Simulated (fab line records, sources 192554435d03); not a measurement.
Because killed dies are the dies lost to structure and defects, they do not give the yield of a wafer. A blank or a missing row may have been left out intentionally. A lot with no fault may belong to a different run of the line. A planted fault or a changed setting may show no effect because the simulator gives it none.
Which tool is to blame? / flow n5Finfet / 9 lots with 27 wafers sampled at 6 steps, on a route of 1938 steps

WHAT THE GAUGES READ, wafer by wafer
N5_BEOL_M0_RS_MEAS_126: uses a four-point probe to measure. Usual: for M0_RS the level is 0.541 ohm/sq and the standard deviation is 0.024.
lot=L327; measured=day 6 12:59; on=filmMetro-01; M0_RS (ohm/sq)=0.594 0.574 0.535; flag=
lot=L332; measured=day 7 12:29; on=filmMetro-02; M0_RS (ohm/sq)=0.530 0.537 0.530; flag=
lot=L333; measured=day 8 00:49; on=filmMetro-02; M0_RS (ohm/sq)=0.520 0.536 0.525; flag=
lot=L334; measured=day 8 04:39; on=filmMetro-02; M0_RS (ohm/sq)=0.570 0.561 0.579; flag=
lot=L336; measured=day 8 21:45; on=filmMetro-01; M0_RS (ohm/sq)=0.541 0.514 0.553; flag=
lot=L338; measured=day 9 04:37; on=filmMetro-01; M0_RS (ohm/sq)=0.546 0.510 0.485; flag=
lot=L344; measured=day 10 13:53; on=filmMetro-01; M0_RS (ohm/sq)=0.556 0.557 0.547; flag=
lot=L345; measured=day 10 21:01; on=filmMetro-01; M0_RS (ohm/sq)=0.565 0.594 0.528; flag=
lot=L346; measured=day 11 04:39; on=filmMetro-02; M0_RS (ohm/sq)=0.512 0.510 0.534; flag=

N5_BEOL_M1_CD_MEAS_28: target cd y 23.3 nm. Usual: cdNm 24.02 nm, standard deviation 0.27.
lot=L327; measured=day 6 16:24; on=cdSem-03; cdNm (nm)=24.11 24.20 24.48; flag=
lot=L332; measured=day 7 15:04; on=cdSem-01; cdNm (nm)=24.31 24.39 24.77; flag=
lot=L333; measured=day 8 05:26; on=cdSem-01; cdNm (nm)=24.50 24.32 24.59; flag=
lot=L334; measured=day 8 06:27; on=cdSem-02; cdNm (nm)=24.19 23.85 23.77; flag=
lot=L336; measured=day 9 01:10; on=cdSem-01; cdNm (nm)=23.72 23.74 23.85; flag=
lot=L338; measured=day 9 09:45; on=cdSem-01; cdNm (nm)=23.88 24.21 24.25; flag=
lot=L344; measured=day 10 15:49; on=cdSem-01; cdNm (nm)=23.79 23.63 23.85; flag=
lot=L345; measured=day 11 01:54; on=cdSem-02; cdNm (nm)=24.31 23.73 24.37; flag=
lot=L346; measured=day 11 07:30; on=cdSem-02; cdNm (nm)=23.86 24.25 24.10; flag=

N5_BEOL_M4_RC_MEAS_101. Usual: DIBL_N 36.0 mV/V, standard deviation 2.5; DIBL_P 36.2 mV/V, standard deviation 3; IOFF_N 0.16 nA/um, standard deviation 0.044; IOFF_P 0.21 nA/um, standard deviation 0.049; ION_N 671 uA/um, standard deviation 15; ION_P 461 uA/um, standard deviation 8.7; SS_N 71.5 mV/dec, standard deviation 0.72; SS_P 73.4 mV/dec, standard deviation 0.9; VT_N 251 mV, standard deviation 4.4; VT_P -250 mV, standard deviation 4.
lot=L327; measured=day 8 21:15; on=prober-02; DIBL_N (mV/V)=34.6 33.6 33.5; DIBL_P (mV/V)=36.4 35.3 35.5; IOFF_N (nA/um)=0.13 0.13 0.13; IOFF_P (nA/um)=0.19 0.17 0.18; ION_N (uA/um)=652 660 652; ION_P (uA/um)=449 452 447; SS_N (mV/dec)=71.9 71.7 72.0; SS_P (mV/dec)=73.2 73.2 73.0; VT_N (mV)=254 253 254; VT_P (mV)=-252 -253 -255; flag=
lot=L332; measured=day 10 03:35; on=prober-01; DIBL_N (mV/V)=36.4 34.6 35.0; DIBL_P (mV/V)=36.8 33.4 35.4; IOFF_N (nA/um)=0.15 0.11 0.12; IOFF_P (nA/um)=0.20 0.16 0.20; ION_N (uA/um)=678 653 669; ION_P (uA/um)=464 452 468; SS_N (mV/dec)=71.5 70.4 71.6; SS_P (mV/dec)=73.5 72.5 72.8; VT_N (mV)=252 255 255; VT_P (mV)=-251 -253 -252; flag=
lot=L333; measured=day 10 07:52; on=prober-02; DIBL_N (mV/V)=37.0 36.0 39.7; DIBL_P (mV/V)=36.6 35.6 40.1; IOFF_N (nA/um)=0.16 0.14 0.21; IOFF_P (nA/um)=0.20 0.19 0.26; ION_N (uA/um)=669 663 700; ION_P (uA/um)=457 460 473; SS_N (mV/dec)=72.0 71.0 72.0; SS_P (mV/dec)=73.2 72.6 74.0; VT_N (mV)=254 255 246; VT_P (mV)=-252 -251 -249; flag=
lot=L334; measured=day 10 06:41; on=prober-01; DIBL_N (mV/V)=34.1 36.0 37.1; DIBL_P (mV/V)=32.0 35.3 37.1; IOFF_N (nA/um)=0.11 0.13 0.15; IOFF_P (nA/um)=0.14 0.16 0.20; ION_N (uA/um)=661 658 654; ION_P (uA/um)=453 450 455; SS_N (mV/dec)=70.8 71.4 72.1; SS_P (mV/dec)=72.9 73.9 74.2; VT_N (mV)=259 255 251; VT_P (mV)=-259 -258 -254; flag=
lot=L336; measured=day 11 04:19; on=prober-02; DIBL_N (mV/V)=35.8 38.2 35.3; DIBL_P (mV/V)=35.0 37.5 33.7; IOFF_N (nA/um)=0.13 0.17 0.13; IOFF_P (nA/um)=0.19 0.22 0.18; ION_N (uA/um)=662 672 662; ION_P (uA/um)=459 463 464; SS_N (mV/dec)=71.5 72.1 71.2; SS_P (mV/dec)=73.2 73.5 72.7; VT_N (mV)=253 249 252; VT_P (mV)=-253 -247 -252; flag=
lot=L338; measured=day 11 20:52; on=prober-02; DIBL_N (mV/V)=40.2 38.9 38.6; DIBL_P (mV/V)=39.5 37.9 36.6; IOFF_N (nA/um)=0.21 0.18 0.17; IOFF_P (nA/um)=0.29 0.24 0.22; ION_N (uA/um)=695 676 668; ION_P (uA/um)=476 471 456; SS_N (mV/dec)=72.0 72.1 71.9; SS_P (mV/dec)=74.3 73.6 73.7; VT_N (mV)=243 247 250; VT_P (mV)=-245 -248 -250; flag=
lot=L344; measured=day 12 21:49; on=prober-01; DIBL_N (mV/V)=35.9 34.4 36.0; DIBL_P (mV/V)=37.7 35.8 37.3; IOFF_N (nA/um)=0.18 0.14 0.18; IOFF_P (nA/um)=0.26 0.22 0.24; ION_N (uA/um)=676 655 677; ION_P (uA/um)=469 460 469; SS_N (mV/dec)=71.0 70.9 72.3; SS_P (mV/dec)=73.7 73.8 73.8; VT_N (mV)=248 255 248; VT_P (mV)=-244 -248 -247; flag=
lot=L345; measured=day 12 22:44; on=prober-01; DIBL_N (mV/V)=33.0 32.5 35.2; DIBL_P (mV/V)=31.1 31.6 35.9; IOFF_N (nA/um)=0.10 0.10 0.14; IOFF_P (nA/um)=0.15 0.15 0.21; ION_N (uA/um)=653 643 668; ION_P (uA/um)=454 447 456; SS_N (mV/dec)=71.0 70.5 71.3; SS_P (mV/dec)=71.9 72.3 73.8; VT_N (mV)=258 259 250; VT_P (mV)=-255 -253 -251; flag=
lot=L346; measured=day 13 18:57; on=prober-02; DIBL_N (mV/V)=36.2 33.7 39.4; DIBL_P (mV/V)=37.6 33.4 39.8; IOFF_N (nA/um)=0.16 0.11 0.22; IOFF_P (nA/um)=0.25 0.17 0.28; ION_N (uA/um)=674 657 694; ION_P (uA/um)=477 453 471; SS_N (mV/dec)=71.6 71.6 73.2; SS_P (mV/dec)=73.7 72.2 73.9; VT_N (mV)=250 256 243; VT_P (mV)=-247 -254 -246; flag=

TOOL THAT RAN EACH LOT (tool first, then ch and the chambers of the sampled wafers, then the start)
lot=L327; N5_BEOL_M1_STRIP_66=rieDiel-06 ch 0,1,2, day 6 15:52; N5_BEOL_M1_COAT_76=lithoTrack-01 ch 0, day 6 16:07; N5_BEOL_M1_ETCH_77=rieDiel-06 ch 0,1,2, day 6 17:01
lot=L332; N5_BEOL_M1_STRIP_66=rieDiel-04 ch 1,2,3, day 7 14:25; N5_BEOL_M1_COAT_76=lithoTrack-04 ch 0, day 7 14:46; N5_BEOL_M1_ETCH_77=rieDiel-03 ch 0,1,3, day 7 15:13
lot=L333; N5_BEOL_M1_STRIP_66=rieDiel-06 ch 0,3, day 8 04:46; N5_BEOL_M1_COAT_76=lithoTrack-01 ch 0, day 8 05:02; N5_BEOL_M1_ETCH_77=rieDiel-06 ch 1,2,3, day 8 05:37
lot=L334; N5_BEOL_M1_STRIP_66=rieDiel-04 ch 1,2,3, day 8 05:49; N5_BEOL_M1_COAT_76=lithoTrack-04 ch 0, day 8 06:10; N5_BEOL_M1_ETCH_77=rieDiel-03 ch 0,2, day 8 06:37
lot=L336; N5_BEOL_M1_STRIP_66=rieDiel-06 ch 0,1, day 9 00:32; N5_BEOL_M1_COAT_76=lithoTrack-04 ch 0, day 9 00:53; N5_BEOL_M1_ETCH_77=rieDiel-03 ch 1,3, day 9 01:23
lot=L338; N5_BEOL_M1_STRIP_66=rieDiel-06 ch 0,2,3, day 9 08:56; N5_BEOL_M1_COAT_76=lithoTrack-04 ch 0, day 9 09:20; N5_BEOL_M1_ETCH_77=rieDiel-03 ch 0,1,3, day 9 10:50
lot=L344; N5_BEOL_M1_STRIP_66=rieDiel-06 ch 0,1,3, day 10 15:09; N5_BEOL_M1_COAT_76=lithoTrack-01 ch 0, day 10 15:25; N5_BEOL_M1_ETCH_77=rieDiel-03 ch 0,1,2, day 10 15:58
lot=L345; N5_BEOL_M1_STRIP_66=rieDiel-04 ch 0,1,2, day 11 01:10; N5_BEOL_M1_COAT_76=lithoTrack-02 ch 0, day 11 01:30; N5_BEOL_M1_ETCH_77=rieDiel-06 ch 0,2,3, day 11 02:12
lot=L346; N5_BEOL_M1_STRIP_66=rieDiel-06 ch 0,2,3, day 11 06:50; N5_BEOL_M1_COAT_76=lithoTrack-01 ch 0, day 11 07:13; N5_BEOL_M1_ETCH_77=rieDiel-06 ch 0,3, day 11 08:40
- N5_BEOL_M1_STRIP_66: strips in CF4.
- N5_BEOL_M1_COAT_76: time 60 s, resist thk 5 nm.
- N5_BEOL_M1_ETCH_77: etches underlayer in N2/H2, target depth 6.5 nm, time 5.2 s.

AS READ BY THE TOOLS THEMSELVES (means over the sampled wafers that have a number; for cases with no such wafer, the mark the record gives instead)
N5_BEOL_M1_STRIP_66. Usual: drypumpMotorCurrentA 5.6 A, standard deviation 0.43; oesProductAu 0.78 a.u., standard deviation 0.076; powerW 300.1 W, standard deviation 0.93; rfVppV 271.0 V, standard deviation 1.2; showerheadPlenumPTorr 1.79 Torr, standard deviation 0.037; throttleValvePct 13.64 %, standard deviation 0.23.
lot=L327; tool=rieDiel-06; drypumpMotorCurrentA (A)=5.6; oesProductAu (a.u.)=0.76; powerW (W)=299.9; rfVppV (V)=270.9; showerheadPlenumPTorr (Torr)=1.78; throttleValvePct (%)=13.70; flag=
lot=L332; tool=rieDiel-04; drypumpMotorCurrentA (A)=5.4; oesProductAu (a.u.)=0.76; powerW (W)=299.8; rfVppV (V)=269.3; showerheadPlenumPTorr (Torr)=1.75; throttleValvePct (%)=13.67; flag=
lot=L333; tool=rieDiel-06; drypumpMotorCurrentA (A)=5.9; oesProductAu (a.u.)=0.86; powerW (W)=299.8; rfVppV (V)=271.6; showerheadPlenumPTorr (Torr)=1.80; throttleValvePct (%)=13.36; flag=
lot=L334; tool=rieDiel-04; drypumpMotorCurrentA (A)=5.4; oesProductAu (a.u.)=0.76; powerW (W)=299.9; rfVppV (V)=270.5; showerheadPlenumPTorr (Torr)=1.75; throttleValvePct (%)=13.69; flag=
lot=L336; tool=rieDiel-06; drypumpMotorCurrentA (A)=5.5; oesProductAu (a.u.)=0.76; powerW (W)=299.0; rfVppV (V)=270.2; showerheadPlenumPTorr (Torr)=1.79; throttleValvePct (%)=13.72; flag=
lot=L338; tool=rieDiel-06; drypumpMotorCurrentA (A)=5.8; oesProductAu (a.u.)=0.79; powerW (W)=300.5; rfVppV (V)=270.6; showerheadPlenumPTorr (Torr)=1.78; throttleValvePct (%)=13.57; flag=
lot=L344; tool=rieDiel-06; drypumpMotorCurrentA (A)=5.7; oesProductAu (a.u.)=0.80; powerW (W)=300.0; rfVppV (V)=271.2; showerheadPlenumPTorr (Torr)=1.79; throttleValvePct (%)=13.59; flag=
lot=L345; tool=rieDiel-04; drypumpMotorCurrentA (A)=5.6; oesProductAu (a.u.)=0.69; powerW (W)=299.9; rfVppV (V)=270.7; showerheadPlenumPTorr (Torr)=1.75; throttleValvePct (%)=13.86; flag=
lot=L346; tool=rieDiel-06; drypumpMotorCurrentA (A)=5.8; oesProductAu (a.u.)=0.77; powerW (W)=300.6; rfVppV (V)=270.5; showerheadPlenumPTorr (Torr)=1.78; throttleValvePct (%)=13.61; flag=

N5_BEOL_M1_COAT_76. Usual: exhaustPa 45.0 Pa, standard deviation 0.93; spinSpeedRpm 1500.1 rpm, standard deviation 0.99.
lot=L327; tool=lithoTrack-01; exhaustPa (Pa)=44.2; spinSpeedRpm (rpm)=1500.8; flag=
lot=L332; tool=lithoTrack-04; exhaustPa (Pa)=45.2; spinSpeedRpm (rpm)=1499.3; flag=
lot=L333; tool=lithoTrack-01; exhaustPa (Pa)=46.7; spinSpeedRpm (rpm)=1500.7; flag=
lot=L334; tool=lithoTrack-04; exhaustPa (Pa)=43.8; spinSpeedRpm (rpm)=1500.0; flag=
lot=L336; tool=lithoTrack-04; exhaustPa (Pa)=45.2; spinSpeedRpm (rpm)=916.3; flag=OFF
lot=L338; tool=lithoTrack-04; exhaustPa (Pa)=44.3; spinSpeedRpm (rpm)=917.3; flag=OFF
lot=L344; tool=lithoTrack-01; exhaustPa (Pa)=45.3; spinSpeedRpm (rpm)=1500.1; flag=
lot=L345; tool=lithoTrack-02; exhaustPa (Pa)=44.0; spinSpeedRpm (rpm)=1498.5; flag=
lot=L346; tool=lithoTrack-01; exhaustPa (Pa)=45.2; spinSpeedRpm (rpm)=1500.0; flag=

N5_BEOL_M1_ETCH_77. Usual: drypumpMotorCurrentA 5.6 A, standard deviation 0.43; etchRfOnTimeS 5.27 s, standard deviation 0.18; oesProductAu 0.68 a.u., standard deviation 0.074; rfVppV 523.7 V, standard deviation 2.3; showerheadPlenumPTorr 2.54 Torr, standard deviation 0.073; throttleValvePct 17.93 %, standard deviation 0.28.
lot=L327; tool=rieDiel-06; drypumpMotorCurrentA (A)=5.6; etchRfOnTimeS (s)=5.42; oesProductAu (a.u.)=0.65; rfVppV (V)=522.7; showerheadPlenumPTorr (Torr)=2.50; throttleValvePct (%)=17.81; flag=
lot=L332; tool=rieDiel-03; drypumpMotorCurrentA (A)=5.6; etchRfOnTimeS (s)=5.25; oesProductAu (a.u.)=0.72; rfVppV (V)=525.8; showerheadPlenumPTorr (Torr)=2.62; throttleValvePct (%)=18.07; flag=
lot=L333; tool=rieDiel-06; drypumpMotorCurrentA (A)=6.0; etchRfOnTimeS (s)=5.20; oesProductAu (a.u.)=0.66; rfVppV (V)=523.3; showerheadPlenumPTorr (Torr)=2.55; throttleValvePct (%)=17.93; flag=
lot=L334; tool=rieDiel-03; drypumpMotorCurrentA (A)=5.2; etchRfOnTimeS (s)=5.26; oesProductAu (a.u.)=0.69; rfVppV (V)=523.6; showerheadPlenumPTorr (Torr)=2.53; throttleValvePct (%)=17.86; flag=
lot=L336; tool=rieDiel-03; drypumpMotorCurrentA (A)=5.7; etchRfOnTimeS (s)=6.74; oesProductAu (a.u.)=0.75; rfVppV (V)=526.8; showerheadPlenumPTorr (Torr)=2.67; throttleValvePct (%)=18.00; flag=OFF
lot=L338; tool=rieDiel-03; drypumpMotorCurrentA (A)=5.6; etchRfOnTimeS (s)=6.82; oesProductAu (a.u.)=0.69; rfVppV (V)=525.2; showerheadPlenumPTorr (Torr)=2.62; throttleValvePct (%)=18.11; flag=OFF
lot=L344; tool=rieDiel-03; drypumpMotorCurrentA (A)=5.3; etchRfOnTimeS (s)=5.30; oesProductAu (a.u.)=0.70; rfVppV (V)=525.2; showerheadPlenumPTorr (Torr)=2.58; throttleValvePct (%)=17.80; flag=
lot=L345; tool=rieDiel-06; drypumpMotorCurrentA (A)=5.8; etchRfOnTimeS (s)=5.40; oesProductAu (a.u.)=0.65; rfVppV (V)=522.1; showerheadPlenumPTorr (Torr)=2.51; throttleValvePct (%)=17.78; flag=
lot=L346; tool=rieDiel-06; drypumpMotorCurrentA (A)=5.5; etchRfOnTimeS (s)=5.51; oesProductAu (a.u.)=0.68; rfVppV (V)=522.4; showerheadPlenumPTorr (Torr)=2.49; throttleValvePct (%)=17.66; flag=

THE ANSWER, worked out from the rows above alone
Rule: lot off if the mean of its wafers having a number is beyond 3 standard deviations from the usual mean. Also off: a lot with no number at a reading for which 4 or more lots have one. Where the step has rows for the other lots, those lots are counted as sound. After the gauges, taken in route order, come the tools' own readings; for these a lot's mean is taken, as printed above. The first step at which some lot is off is used, and at that step the reading that is off furthest; a lot without a number counts as furthest.
Off, at N5_BEOL_M1_COAT_76 on spinSpeedRpm: L336, L338.
If a tool, at that step or one of the process steps before it, ran each lot that is off and ran no sound lot following the first of them, it fits. One fits: N5_BEOL_M1_COAT_76 on lithoTrack-04. A fault onset in the window from L334 (day 8 06:10, its last sound lot) to L336 (day 9 00:53, its first lot off) fits.
The tool's own readings at N5_BEOL_M1_COAT_76 bear it out: on the lots that are off they differ by more than 5 times the standard deviation of the sound lots' means. spinSpeedRpm reads 916.8 rpm there against 1499.9 rpm on the sound lots.

WHAT THE SIMULATOR HAD PUT IN
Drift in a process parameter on lithoTrack-04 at N5_BEOL_M1_COAT_76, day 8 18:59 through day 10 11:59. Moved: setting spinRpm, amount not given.
Shown lots that were struck: L336, L338. Same finding as the rule above.
